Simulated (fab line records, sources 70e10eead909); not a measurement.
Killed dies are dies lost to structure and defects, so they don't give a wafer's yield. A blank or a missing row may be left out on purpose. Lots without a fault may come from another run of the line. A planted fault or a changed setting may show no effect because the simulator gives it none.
Chamber matching | flow nand_harc | NHARC_P_STI_CMP_21 on cmp-02: 4 sister chambers
The step polishes, t overpolish 20 s, target thk 380.67 nm. 4 wafers are shown with their chamber, then 8 later ones without.

WAFERS WITH THEIR CHAMBER
wafer  | chamber | motor_current_A (A)
L846.2 | 0       | 12.6
L846.4 | 3       | 12.2
L846.5 | 1       | 13.3
L849.1 | 2       | 12.2

WAFERS WITHOUT THEIR CHAMBER
wafer  | motor_current_A (A)
L849.2 | 12.5
L849.3 | 11.7
L863.2 | 11.1
L863.4 | 11.8
L863.5 | 12.0
L865.2 | 13.2
L865.3 | 12.0
L865.6 | 13.7

WHICH CHAMBER EACH WENT THROUGH
wafer  | from the rows above               | in truth
L849.2 | can't be placed: 0 or 2 or 3 or 1 | 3
L849.3 | can't be placed: 2 or 3 or 0      | 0
L863.2 | can't be placed: 2 or 3 or 0      | 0
L863.4 | can't be placed: 2 or 3 or 0      | 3
L863.5 | can't be placed: 2 or 3 or 0      | 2
L865.2 | can't be placed: 1 or 0 or 2 or 3 | 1
L865.3 | can't be placed: 2 or 3 or 0      | 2
L865.6 | can't be placed: 1 or 0           | 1
Placed correctly: 0 of 8. Can't be placed from these rows: 8 (the true chamber is among the candidates in 8). Placed wrongly: 0.
How it was worked out, from the rows above alone: a wafer's distance from a chamber is the root of the sum, over the readings, of the square of ((its reading less the chamber's mean) divided by the reading's scatter). The wafer belongs to the nearest chamber; if the next one is less than 2 further off, it can't be placed. A chamber's mean is the mean of its shown wafers. The scatter: with one shown wafer a chamber, the root of the mean of the squares of how far each hidden wafer lies from its nearest shown one.
